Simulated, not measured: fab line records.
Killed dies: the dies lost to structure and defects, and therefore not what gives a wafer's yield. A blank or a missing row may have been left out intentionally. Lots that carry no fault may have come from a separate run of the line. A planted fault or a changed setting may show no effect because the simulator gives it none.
fab line records -- flow nand_harc
record: lots: 6, wafers: 14, last_day: 24
route steps=1159 shown A_STAIRCASE@638 A_SGD_CUT@747 END@1159
lots that met no fault: taken from a fault-free run of the same line
start_h: the number of hours between the record's first day and the start of the first shown wafer of the lot -- wait_h: time in hours since the lot's previous step -- " same as the row above -- L1.1+2: one row covering several wafers at once -- - value missing, or start not given -- * or withheld: withheld -- < > ~ a bound
route shown NAME@n: NAME is a module with steps in the file, n the number in the route of the first one -- usual: the fault-free wafers' mean and standard deviation -- same: alike in all rows -- chamber/n: place in a boat -- sites: readings site by site -- _std_site: their standard deviation -- _edge_site: mean of outer sites minus mean of inner sites -- radius_mm: for every site, how far away it sits from the centre of the wafer -- mask NAME#n: copy n -- behind: the tool/chamber that last shaped the wafer -- hold: why the lot was held/for how many hours/how that ended -- device: names the non-switching transistor (n, p or np) -- end of line: tests of these same wafers at the route's end -- a step without rows: its recipe alone -- killed: at the first sort, the dies lost to defects and structure; wafer yield is something else -- map: shows each die of a wafer: x if killed, . if not, _ if none is there
set.NAME: the setting as run; set.NAME@STEP: as run at that earlier step -- model.NAME: the simulator's own value behind a step, which no gauge read
lots at selected steps of the route; one table per step, one row per wafer
services: a tool's chamber out of use, with start hour (start_h, from the record's first day; less than 0 if before it), hours out, and reason
== steps ==
step: NHARC_A_STAIRCASE_COAT_244
recipe: spin_rpm: 1200
step: NHARC_A_STAIRCASE_SOFTBAKE_245
recipe: temp_c: 135, time_s: 170
step: NHARC_A_STAIRCASE_EBR_246
step: NHARC_A_STAIRCASE_EXPOSE_247
recipe: na: 0.5, dose_mj: 25.34, mask_id: SDS_1
step: NHARC_A_STAIRCASE_PEB_248
recipe: peb_temp_c: 115, peb_time_s: 130
step: NHARC_A_STAIRCASE_DEVELOP_249
recipe: time_s: 140
step: NHARC_A_STAIRCASE_HARDBAKE_251
recipe: temp_c: 120, time_s: 140
step: NHARC_A_STAIRCASE_DESCUM_252
recipe: time_s: 3, o2_flow_sccm: 200, ar_flow_sccm: 0, bias_power_w: 0, chemistry: O2
usual: drypump_motor_current_A: 6.0/0.44, oes_product_au: 1.003/0.009, rf_vpp_V: 57.5/0.82, showerhead_plenum_p_Torr: 1.87/0.077, throttle_valve_pct: 11.312/0.0089
lot.wafer,tool,chamber,start_h,wait_h,drypump_motor_current_A,oes_product_au,rf_hours_counter_h,rf_vpp_V,showerhead_plenum_p_Torr,throttle_valve_pct
L649.4,rie_diel-12,2,276.12,-,6.3,0.998,23,57.6,1.99,11.306
L649.3,rie_diel-12,3,276.12,-,6.5,1.001,28,59.1,2.00,11.307
L649.6,rie_diel-12,3,276.12,-,6.5,1.003,-,58.8,2.00,11.312
L652.4,rie_diel-12,2,303.08,-,6.3,1.002,35,58.5,1.98,11.315
L655.2,rie_diel-08,3,310.95,-,5.5,0.986,0,57.2,1.86,11.313
L664.2,rie_diel-03,3,362.01,-,5.3,1.006,47,58.2,1.86,11.330
L664.4,rie_diel-03,1,362.01,-,6.0,1.011,50,57.4,1.83,11.314
L664.5,rie_diel-03,3,362.01,-,5.3,1.015,-,58.0,1.86,11.314
L665.1,rie_diel-03,3,370.46,-,5.3,1.008,49,57.7,1.86,11.309
L665.3,rie_diel-03,2,370.46,-,5.6,1.016,51,59.3,1.80,11.300
L665.5,rie_diel-03,0,370.46,-,6.5,1.008,-,57.4,1.78,11.305
L667.2,rie_diel-03,3,392.41,-,5.3,1.008,57,56.4,1.86,11.319
L667.1,rie_diel-03,0,392.41,-,6.5,1.001,60,57.1,1.78,11.299
L667.6,rie_diel-03,3,392.41,-,5.3,1.022,-,59.5,1.86,11.316
step: NHARC_A_STAIRCASE_ETCH_253
recipe: target_depth_a: 500, time_s: 20.2, ion_energy_ev: 400, c4f8_flow_sccm: 20, o2_flow_sccm: 10, ar_flow_sccm: withheld, rf_w: 600, bias_w: 1000, chemistry: C4F8/O2
step: NHARC_A_STAIRCASE_STRIP_254
recipe: power_w: 1500, temp_c: 250, chemistry: O2
step: NHARC_A_STAIRCASE_STRIP_255
recipe: time_s: 900, temp_c: 130, chemistry: SPM
step: NHARC_A_STAIRCASE_PRECLEAN_256
recipe: time_s: *, temp_c: 50, bath_age_min: 0, chemistry: SC1
lot.wafer,tool,chamber,start_h,wait_h
L649.6+3+4,wet_bench-04,"0,3,4",276.79,-
L652.4,wet_bench-04,2,303.68,-
L655.2,wet_bench-04,2,311.52,-
L664.2+4+5,wet_bench-05,"6,7,1",363.96,-
L665.5+3+1,wet_bench-05,"5,7,0",371.04,-
L667.2+1+6,wet_bench-02,"0,2,3",393.02,-
step: NHARC_A_STAIRCASE_SRD_257
step: NHARC_A_STAIRCASE_HM_DEP_456
recipe: target_thk_a: 15000, temp_c: 400, material: aC
usual: throttle_valve_pct: 35.001/0.0091
lot.wafer,tool,chamber,start_h,wait_h,throttle_valve_pct
L649.3,acl_dep-01,0,278.32,-,35.023
L649.4,acl_dep-01,0,278.32,-,35.006
L649.6,acl_dep-01,0,278.32,-,34.999
L652.4,acl_dep-02,0,308.28,-,35.005
L655.2,acl_dep-02,0,312.25,-,35.010
L664.2,acl_dep-03,0,365.01,-,35.004
L664.4,acl_dep-03,0,365.01,-,34.992
L664.5,acl_dep-03,0,365.01,-,34.998
L665.1,acl_dep-01,0,374.74,-,34.995
L665.3,acl_dep-01,0,374.74,-,35.005
L665.5,acl_dep-01,0,374.74,-,35.010
L667.1,acl_dep-03,0,393.43,-,35.002
L667.2,acl_dep-03,0,393.43,-,35.015
L667.6,acl_dep-03,0,394.98,-,34.987
step: NHARC_A_STAIRCASE_DEP_259
recipe: target_thk_a: 300, target_thk_nm: 30, temp_c: 400, pressure_torr: 3.5, flow_sccm: 200, rf_w: 350, material: SiON
step: NHARC_A_STAIRCASE_DEHYDRATE_281
recipe: temp_c: 150, time_s: 120
step: NHARC_A_STAIRCASE_HMDS_282
recipe: time_s: 30
step: NHARC_A_STAIRCASE_COAT_283
recipe: spin_rpm: 1200
step: NHARC_A_STAIRCASE_SOFTBAKE_284
recipe: temp_c: 135, time_s: 170
step: NHARC_A_STAIRCASE_EBR_285
step: NHARC_A_STAIRCASE_EXPOSE_286
recipe: na: 0.5, dose_mj: 25.01, mask_id: CHOP_100
step: NHARC_A_STAIRCASE_PEB_287
recipe: peb_temp_c: 115, peb_time_s: 130
step: NHARC_A_STAIRCASE_DEVELOP_288
recipe: time_s: 140
step: NHARC_A_STAIRCASE_HARDBAKE_290
recipe: temp_c: 120, time_s: 140
step: NHARC_A_STAIRCASE_DESCUM_291
recipe: time_s: 3, o2_flow_sccm: 200, ar_flow_sccm: 0, bias_power_w: 0, chemistry: O2
step: NHARC_A_STAIRCASE_ETCH_292
recipe: cf4_flow_sccm: 100, chf3_flow_sccm: 30, ar_flow_sccm: 0, rf_w: 500, bias_w: 200, chemistry: CF4/CHF3
step: NHARC_A_STAIRCASE_HM_OPEN_460
recipe: o2_flow_sccm: 400, cos_flow_sccm: 20, ar_flow_sccm: 0, rf_w: 500, bias_w: 300, chemistry: O2/COS
usual: bias_w: 299.8/0.97, drypump_motor_current_A: 6.0/0.39, oes_product_au: 1.001/0.0096, rf_vpp_V: 465.7/2.5, showerhead_plenum_p_Torr: 3.05/0.11, throttle_valve_pct: 28.330/0.0091
lot.wafer,tool,chamber,start_h,wait_h,bias_w,drypump_motor_current_A,oes_product_au,rf_hours_counter_h,rf_vpp_V,showerhead_plenum_p_Torr,throttle_valve_pct
L649.4,rie_diel-12,1,-,-,298.9,5.9,0.984,27,461.4,2.97,28.320
L649.3,rie_diel-12,2,-,-,299.2,6.3,0.994,24,470.6,3.24,28.323
L649.6,rie_diel-12,0,-,-,299.2,5.7,1.000,-,465.8,3.06,28.325
L652.4,rie_diel-12,3,-,-,299.7,6.5,1.004,-,470.4,3.25,28.310
L655.2,rie_diel-03,0,-,-,299.3,6.5,0.994,32,464.1,2.93,28.332
L664.2,rie_diel-03,0,-,-,302.0,6.5,0.998,51,461.2,2.92,28.337
L664.4,rie_diel-03,1,-,-,298.1,6.0,0.992,52,463.7,2.99,28.330
L664.5,rie_diel-03,0,-,-,301.2,6.5,1.000,-,462.2,2.92,28.325
L665.1,rie_diel-12,0,-,-,300.4,5.7,0.996,57,464.5,3.04,28.351
L665.3,rie_diel-12,2,-,-,300.2,6.3,0.993,68,469.2,3.21,28.325
L665.5,rie_diel-12,0,-,-,300.0,5.6,1.008,-,465.4,3.05,28.323
L667.2,rie_diel-08,1,-,-,301.2,5.9,1.012,29,465.1,3.01,28.336
L667.1,rie_diel-08,2,-,-,301.8,6.5,1.003,31,466.6,3.15,28.338
L667.6,rie_diel-08,0,-,-,299.2,6.2,0.992,-,464.1,2.93,28.331
step: NHARC_A_STAIRCASE_STRIP_461
recipe: o2_flow_sccm: 400, cos_flow_sccm: 20, ar_flow_sccm: 0, bias_w: 0, chemistry: O2/COS
step: NHARC_A_STAIRCASE_ETCH_452
recipe: target_depth_a: 300, overetch_a: 30, time_s: 16.5, ion_energy_ev: 100, cf4_flow_sccm: 80, o2_flow_sccm: 20, ar_flow_sccm: 0, rf_w: 300, bias_w: 100, chemistry: CF4/O2
step: NHARC_A_STAIRCASE_ETCH_294
recipe: target_depth_a: 49920, time_s: 1212.4, ion_energy_ev: 800, c4f8_flow_sccm: 80, o2_flow_sccm: 60, ar_flow_sccm: withheld, rf_w: 600, bias_w: 3000, chemistry: C4F8/O2/Ar
usual: bias_w: 3001/9.1, oes_product_au: 0.934/0.012, rf_vpp_V: 1822/9.7
lot.wafer,tool,chamber,start_h,wait_h,bias_w,oes_product_au,rf_hours_counter_h,rf_vpp_V
L649.3,rie_diel-12,0,-,-,2995,0.937,29,1821
L649.4,rie_diel-12,1,-,-,3002,0.932,27,1816
L649.6,rie_diel-12,2,-,-,2999,0.936,-,1837
L652.4,rie_diel-12,2,-,-,2991,0.925,-,1835
L655.2,rie_diel-03,2,-,-,3004,0.946,33,1814
L664.4,rie_diel-03,1,-,-,2997,0.947,52,1816
L664.2,rie_diel-03,0,-,-,3000,0.952,51,1809
L664.5,rie_diel-03,2,-,-,3000,0.958,-,1811
L665.3,rie_diel-12,2,-,-,2999,0.947,68,1835
L665.1,rie_diel-12,3,-,-,2991,0.929,71,1835
L665.5,rie_diel-12,3,-,-,3003,0.925,-,1835
L667.1,rie_diel-08,1,-,-,2998,0.937,29,1818
L667.2,rie_diel-08,2,-,-,2987,0.941,31,1831
L667.6,rie_diel-08,1,-,-,2990,0.924,-,1816
step: NHARC_A_STAIRCASE_STRIP_295
recipe: o2_flow_sccm: 500, ar_flow_sccm: 0, bias_w: 0, chemistry: O2
step: NHARC_A_STAIRCASE_STRIP_296
recipe: time_s: 900, temp_c: 130, chemistry: SPM
step: NHARC_A_STAIRCASE_PRECLEAN_297
recipe: time_s: *, temp_c: 50, bath_age_min: 0, chemistry: SC1
step: NHARC_A_STAIRCASE_SRD_298
step: NHARC_A_STAIRCASE_HM_DEP_462
recipe: target_thk_a: 8000, temp_c: 400, material: aC
usual: throttle_valve_pct: 35.000/0.0098
lot.wafer,tool,chamber,start_h,wait_h,throttle_valve_pct
L649.3,acl_dep-03,0,284.10,1.1,34.998
L649.4,acl_dep-03,0,284.10,1.1,34.996
L649.6,acl_dep-03,0,284.10,1.1,34.994
L652.4,acl_dep-02,0,316.62,3.4,35.001
L655.2,acl_dep-02,0,319.09,1.9,35.009
L664.2,acl_dep-01,0,371.26,1.5,34.984
L664.4,acl_dep-01,0,371.26,1.5,35.001
L664.5,acl_dep-01,0,371.26,1.5,35.001
L665.1,acl_dep-01,0,382.00,2.1,34.978
L665.3,acl_dep-01,0,382.00,2.1,34.991
L665.5,acl_dep-01,0,382.00,2.1,35.007
L667.1,acl_dep-02,0,399.16,0.1,34.998
L667.2,acl_dep-02,0,399.16,0.1,34.998
L667.6,acl_dep-02,0,400.69,1.6,35.009
step: NHARC_A_STAIRCASE_DEP_301
recipe: target_thk_a: 300, target_thk_nm: 30, temp_c: 400, pressure_torr: 3.5, flow_sccm: 200, rf_w: 350, material: SiON
step: NHARC_A_STAIRCASE_DEHYDRATE_302
recipe: temp_c: 150, time_s: 120
step: NHARC_A_STAIRCASE_HMDS_303
recipe: time_s: 30
step: NHARC_A_STAIRCASE_COAT_304
recipe: spin_rpm: 1200
step: NHARC_A_SGD_CUT_DEP_00
recipe: target_thk_a: 500, temp_c: 400, target_thk_nm: 50, flow_sccm: 200, rf_w: 450, material: SiNx
usual: heater_power_w: 738/110
lot.wafer,tool,chamber,start_h,wait_h,hold,heater_power_w
L649.3,pecvd-03,1,331.06,0.2,-,697
L649.4,pecvd-03,0,331.06,0.2,-,670
L649.6,pecvd-03,2,331.06,0.2,-,637
L655.2,pecvd-04,2,371.35,2.9,await_dispo/2.6h/release,666
L652.4,pecvd-03,1,371.36,3.2,await_dispo/3.0h/release,608
L664.2,pecvd-02,2,419.36,0.1,-,850
L664.5,pecvd-02,2,419.36,0.1,-,844
L664.4,pecvd-02,0,419.36,0.1,-,829
L665.1,pecvd-04,0,435.30,0.1,-,710
L665.3,pecvd-04,1,435.30,0.1,-,673
L665.5,pecvd-04,1,435.30,0.1,-,669
L667.1,pecvd-04,0,449.40,0.1,-,736
L667.2,pecvd-04,1,449.40,0.1,-,638
L667.6,pecvd-04,1,449.40,0.1,-,627
step: NHARC_END_SORT_01
recipe: temp_c: 25
usual: killed_at_array: 27/9.9, killed_at_other: 0.6/0.84, killed_at_periphery: 3.7/2.5, killed_dies: 31/9.9, killed_open: 3.0/1.6, killed_short: 1.9/1.2
same: gross_dies: 677
lot.wafer,tool,chamber,start_h,wait_h,killed_at_array,killed_at_other,killed_at_periphery,killed_dies,killed_open,killed_short
L649.3,prober-02,0,461.52,3.1,27,0,2,29,3,1
L649.4,prober-02,0,462.31,3.4,29,0,3,32,2,3
L649.6,prober-02,0,463.89,4.0,30,1,2,33,4,2
L652.4,prober-02,0,519.43,3.4,73,2,4,79,2,2
L655.2,prober-01,0,539.95,2.8,81,1,6,88,4,1
L665.1,prober-01,0,558.36,2.5,16,0,5,21,2,1
killed by level:class
L649.3 A_SLIT:chamber_film_flake=12 A_CHANNEL_HOLE_D1:chamber_film_flake=8 A_STAIRCASE:chamber_film_flake=2 P_STI:geometric_particle:open=1 A_CHANNEL_FILL_D1:geometric_particle:short=1 A_CONTACT:geometric_particle:open=1 A_M0:geometric_particle:open=1 P_ZERO_WELL:chamber_film_flake=1
L649.4 A_SLIT:chamber_film_flake=11 A_CHANNEL_HOLE_D1:chamber_film_flake=10 A_ZERO_WELL:chamber_film_flake=4 P_M0:geometric_particle:open=1 P_M2:geometric_particle:short=1 A_SGD_CUT:geometric_particle:short=1 A_WL_FILL:geometric_particle:short=1 A_CONTACT:geometric_particle:open=1
L649.6 A_CHANNEL_HOLE_D1:chamber_film_flake=10 A_SLIT:chamber_film_flake=9 A_CONTACT:chamber_film_flake=3 A_WL_FILL:chamber_film_flake=2 P_STI:geometric_particle:short=1 A_ONON_D1:geometric_particle:open=1 A_CHANNEL_FILL_D1:geometric_particle:open=1 A_WL_FILL:geometric_particle:open=1
L652.4 A_STAIRCASE:unspecified=46 A_CHANNEL_HOLE_D1:chamber_film_flake=16 A_STAIRCASE:chamber_film_flake=4 A_CONTACT:chamber_film_flake=3 P_M0:chamber_film_flake=2 THIN_TSV:chamber_film_flake=2 P_GATE:geometric_particle:open=1 A_SOURCE_PLATE:geometric_particle:open=1
L655.2 A_STAIRCASE:unspecified=47 A_SLIT:chamber_film_flake=17 A_STAIRCASE:chamber_film_flake=5 A_CHANNEL_HOLE_D1:chamber_film_flake=4 P_GATE:geometric_particle:open=2 P_M1:chamber_film_flake=2 A_ZERO_WELL:chamber_film_flake=2 A_CONTACT:chamber_film_flake=2
L665.1 A_CHANNEL_HOLE_D1:chamber_film_flake=10 A_STAIRCASE:chamber_film_flake=3 P_STI:chamber_film_flake=2 P_M0:geometric_particle:open=1 A_WL_FILL:geometric_particle:short=1 A_CONTACT:geometric_particle:open=1 P_M0:chamber_film_flake=1 P_M2:chamber_film_flake=1
map L652.4 (x killed, . not)
____________.____________
_________.x....._________
_______..........._______
______....x........______
_____..............._____
____.................____
____.................____
___...................___
___..........x........___
__.....................__
__.....................__
_...................x..._
_......................._
_......................._
_................x......_
_.....x................._
.....x...................
.x.xx...........x........
...x.xx..................
.x.xx..x.................
....x....x...............
_....xx................._
_x.....x..............x._
_...x............x......_
_.....x..........x..xxx._
_....x...........xxxxxxx_
__................xxxxx__
__x.............x.xxxxx__
___.x........x....xxxx___
___............x.xxxxx___
____.............xxxx____
____............xxxxx____
_____......x......xx_____
______...........xx______
_______..........x_______
_________......._________
____________.____________
map L655.2 (x killed, . not)
____________.____________
_________......._________
_______..........._______
______.............______
_____..............._____
____.x..........x....____
____..............x..____
___..........x..x.....___
___............x......___
__..x............x...xx__
__...............xxx.xx__
_..............x..x.xx.._
_................x....x._
_.................x.x..._
_x...................x.._
_...x...x..........x.x.._
......x................x.
.............x...........
.........................
.........................
.........................
_......................._
_......x................_
_...............x...x.x._
_.................xxxxx._
_..................xxxxx_
__..............xxxxxxx__
__.............x.xxxxxx__
___.....x.........xxxx___
___..............xxxxx___
____..........x..xxxx____
____............xxxxx____
_____........x...xxx_____
______..........xxx______
_______.......x..._______
_________......._________
____________.____________
== services ==
tool,chamber,start_h,hours,kind
rie_diel-12,0,260.45,-,clean
rie_diel-12,1,260.45,-,clean
rie_diel-12,2,260.45,-,clean
pecvd-03,-,292.26,13.0,pm
acl_dep-01,-,293.52,13.0,pm
rie_diel-08,-,301.95,9.0,pm
rie_diel-12,0,306.04,36.1,repair
pecvd-02,-,334.23,13.0,pm
wet_bench-04,-,339.20,8.0,pm
acl_dep-02,-,350.60,13.0,pm
wet_bench-02,-,356.00,8.0,pm
pecvd-02,2,359.66,11.2,repair
pecvd-04,-,372.34,0.7,repair
wet_bench-05,-,372.80,8.0,pm
pecvd-04,-,376.42,13.0,pm
rie_diel-12,-,379.45,9.0,pm
rie_diel-03,-,392.49,9.0,pm
pecvd-04,0,398.42,2.6,repair
wet_bench-02,-,399.33,4.5,repair
acl_dep-03,-,405.05,13.0,pm
rie_diel-08,3,412.25,7.3,repair
wet_bench-05,-,416.15,1.7,repair
rie_diel-08,0,425.33,4.7,repair
rie_diel-03,2,435.96,5.0,repair
== key ==
first_sign: step: NHARC_END_SORT_01, reading: killed_dies, direction: up, sigmas: 5.3, usual: 31, struck: 84
effect: step: NHARC_END_SORT_01, reading: killed_at_array, direction: up, sigmas: 5, usual: 27, struck: 77
more_kills_born_at: NHARC_A_STAIRCASE_PRECLEAN_256@wet_bench-04: 93
met_at NHARC_A_STAIRCASE_PRECLEAN_256
struck_wafers L652.4,L655.2
tester_left_out L652,L655
also_fits NHARC_A_STAIRCASE_HM_DEP_456:acl_dep-02
fault: kind: chamber_particle_source, tool: wet_bench-04, chamber: 2, onset_h: 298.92, steps: NHARC_A_STAIRCASE_PRECLEAN_256, rate_per_visit_cm2: 1.1773, end_h: 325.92
tester_left_out: of these lots the tester's yield and bins aren't shown, on N5 and GAA mostly nor the transistor test; their killed dies are dies lost to structure and defects alone, not to doping, threshold or leakage, so they don't give the yield
